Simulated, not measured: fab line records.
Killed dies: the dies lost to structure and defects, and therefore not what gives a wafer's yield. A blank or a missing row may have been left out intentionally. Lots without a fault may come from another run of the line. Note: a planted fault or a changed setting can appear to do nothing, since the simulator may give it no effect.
Split-lot experiment | flow n5-finfet | route with 1938 steps; 7 lots, 21 wafers read

== ON THE SPLIT ==
At N5_BEOL_M0_SAQP_SPACER1_ALD_98 (deposits SiO2, target thk 12.8 nm, pulse time 1 s, purge time 2 s), the setting ald-cycles was moved away from the recipe's 138 on 10 of the 21 wafers read, by -15.9% to +15.9%. This setting was run at the recipe's value on the other wafers.

== FROM THE SPLIT TO THE READING: what the file shows between them, 2 steps ==
- N5_BEOL_M0_SAQP_SPACER1_ETCHBACK_99: etches SiO2 in CHF3/O2, target depth 15.4 nm, time 7.7 s
- N5_BEOL_M0_SAQP_MANDREL1_REMOVE_100: chemistry HBr/Cl2/O2, target a-Si, stops on SiNx, bt time 10 s

== THE READING ==
Shown in nm: cd-nm at N5_BEOL_M0_SAQP_CD_MEAS_25, with target cd 13.1 nm. Typical for fault-free wafers on this fab line: 12.79 nm, with standard deviation 0.24 nm.

wafer  | tool, chamber at the split | ald-cycles as run | against the recipe | cd-nm, nm | against lot-mates on the recipe
L077.3 | ald-sin-02, 2,3            | 132               | -4.3%              | 12.48     | -0.92
L077.4 | ald-sin-02, 2,3            | 132               | -4.3%              | 12.66     | -0.74
L077.6 | ald-sin-02, 1              | 138               | recipe             | 13.40     | -
L074.1 | ald-sin-04, 1,3,0          | 138               | recipe             | 12.57     | -
L074.3 | ald-sin-04, 1,3,0          | 138               | recipe             | 12.42     | -
L074.5 | ald-sin-04, 1,3,0          | 138               | recipe             | 12.75     | -
L081.4 | ald-sin-04, 1,3            | 160               | +15.9%             | 14.95     | +2.26
L081.5 | ald-sin-04, 1,3            | 160               | +15.9%             | 14.97     | +2.28
L081.6 | ald-sin-04, 2              | 138               | recipe             | 12.69     | -
L083.2 | ald-sin-04, 1,0            | 138               | recipe             | 12.78     | -
L083.3 | ald-sin-04, 3              | 129               | -6.5%              | 11.85     | -1.07
L083.6 | ald-sin-04, 1,0            | 138               | recipe             | 13.06     | -
L087.1 | ald-sin-02, 2,0,1          | 116               | -15.9%             | 10.66     | no lot-mate on the recipe
L087.3 | ald-sin-02, 2,0,1          | 116               | -15.9%             | 10.87     | no lot-mate on the recipe
L087.4 | ald-sin-02, 2,0,1          | 116               | -15.9%             | 10.78     | no lot-mate on the recipe
L093.2 | ald-sin-04, 3,1,3          | 138               | recipe             | 12.99     | -
L093.4 | ald-sin-04, 3,1,3          | 138               | recipe             | 12.94     | -
L093.6 | ald-sin-04, 3,1,3          | 138               | recipe             | 12.91     | -
L096.3 | ald-sin-04, 2              | 128               | -7.2%              | 11.70     | -1.14
L096.4 | ald-sin-04, 1              | 128               | -7.2%              | 11.80     | -1.04
L096.6 | ald-sin-04, 2              | 138               | recipe             | 12.84     | -
If several chambers appear in one row, that row covers several wafers at once and the file leaves open which wafer was in which chamber.

FIT RESULTS
A straight line over all 21 wafers: cd-nm changes by +0.132 nm for each +1% of ald-cycles; r = +0.98; the points scatter about the line by 0.22 nm.
The same after taking each lot's own level away (the mean of its wafers on the recipe; 18 wafers): +0.148 nm for each +1%; r = +0.99; scatter 0.11 nm.
On that fit, the largest move of ald-cycles shifts the reading by 2.4 nm.
The lots' own levels span 12.580 to 13.400 nm, that is 3.4 times the standard deviation above.
So the lot-to-lot level changes the slope: the two fits differ.
Check: for one of the wafers moved furthest among these (+15.9%), held out of the fit, the line's prediction against its lot-mates is +2.36 nm. Against them it came out at +2.26 nm.

== THE OTHER SPLITS THESE WAFERS WENT THROUGH ==
Note: prior to the reading, these wafers also went through further splits. Each is held against what the fit with the lots' levels taken away leaves over:
other split on the same wafers       | wafers away from the commonest value | r with cd-nm (lot level and that fit taken away)
N5_MOL_CONTACT_COAG_COAT_62 spin-rpm | 5                                    | -0.02

== THE WHOLE CHAIN: every reading that the file lists as answering this split, in the file's order ==
step                                | what it does                                                      | reading                                                                                     | change (the file's fit)               | r (the file's)
N5_BEOL_M0_SAQP_SPACER1_ALD_98      | deposits SiO2, target thk 12.8 nm, pulse time 1 s, purge time 2 s | SiO2_of_BEOL_M0_SAQP_SPACER1_ALD_98.thk-nm (the simulator's own value, which no gauge read) | +0.132 nm for each +1% of the setting | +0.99
N5_BEOL_M0_SAQP_MANDREL1_REMOVE_100 | chemistry HBr/Cl2/O2, target a-Si, stops on SiNx, bt time 10 s    | BEOL_M0_SAQP.cd-nm (the simulator's own value, which no gauge read)                         | +0.144 nm for each +1% of the setting | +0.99
N5_BEOL_M0_SAQP_CD_MEAS_25          | target cd 13.1 nm                                                 | cd-nm                                                                                       | +0.149 nm for each +1% of the setting | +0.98

== FILE'S OWN FIT ==
cd-nm changes by +0.149 nm for each +1% of ald-cycles, r = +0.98.
